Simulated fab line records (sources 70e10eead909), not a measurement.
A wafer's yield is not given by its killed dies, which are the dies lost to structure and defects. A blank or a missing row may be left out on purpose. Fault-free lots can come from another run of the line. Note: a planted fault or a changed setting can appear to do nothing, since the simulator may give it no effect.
Matching of chambers || flow nand harc || NHARC_P_M2_DEP_33 on pecvd-03: 3 sister chambers
The step deposits SiCN, target thk 30 nm. 6 wafers are shown with their chamber, then 7 later ones without.

## WAFERS WITH THEIR CHAMBER
{"wafer": "L109.3", "chamber": 2, "heater power w (W)": 467}
{"wafer": "L116.1", "chamber": 0, "heater power w (W)": 619}
{"wafer": "L116.4", "chamber": 1, "heater power w (W)": 497}
{"wafer": "L116.5", "chamber": 2, "heater power w (W)": 449}
{"wafer": "L121.2", "chamber": 0, "heater power w (W)": 509}
{"wafer": "L121.3", "chamber": 1, "heater power w (W)": 500}

## WAFERS WHOSE CHAMBER IS MISSING
{"wafer": "L121.6", "heater power w (W)": 519}
{"wafer": "L122.2", "heater power w (W)": 454}
{"wafer": "L122.3", "heater power w (W)": 572}
{"wafer": "L122.4", "heater power w (W)": 484}
{"wafer": "L124.2", "heater power w (W)": 540}
{"wafer": "L124.5", "heater power w (W)": 481}
{"wafer": "L124.6", "heater power w (W)": 538}

## EACH ONE'S CHAMBER
{"wafer": "L121.6", "from the rows above": "can't be placed: 1 or 0 or 2", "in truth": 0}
{"wafer": "L122.2", "from the rows above": "can't be placed: 2 or 1", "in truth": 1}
{"wafer": "L122.3", "from the rows above": "can't be placed: 0 or 1", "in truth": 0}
{"wafer": "L122.4", "from the rows above": "can't be placed: 1 or 2 or 0", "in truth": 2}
{"wafer": "L124.2", "from the rows above": "can't be placed: 0 or 1 or 2", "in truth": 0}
{"wafer": "L124.5", "from the rows above": "can't be placed: 1 or 2 or 0", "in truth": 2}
{"wafer": "L124.6", "from the rows above": "can't be placed: 0 or 1 or 2", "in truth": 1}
0 of 7 placed correctly. These rows do not allow placing 7 (true chamber among the candidates in 7). 0 placed wrongly.
How it was worked out, from the rows above alone: a wafer's distance from a chamber is the root of the sum, over the readings, of the square of ((its reading less the chamber's mean) divided by the reading's scatter). If the next closest chamber is less than 2 further off than the closest, the wafer can't be placed; otherwise it belongs to the closest. A chamber's mean is the mean of its shown wafers. The scatter: the root of (the sum of the squares of (reading less its chamber's mean) over the shown wafers, divided by (wafers less chambers)).
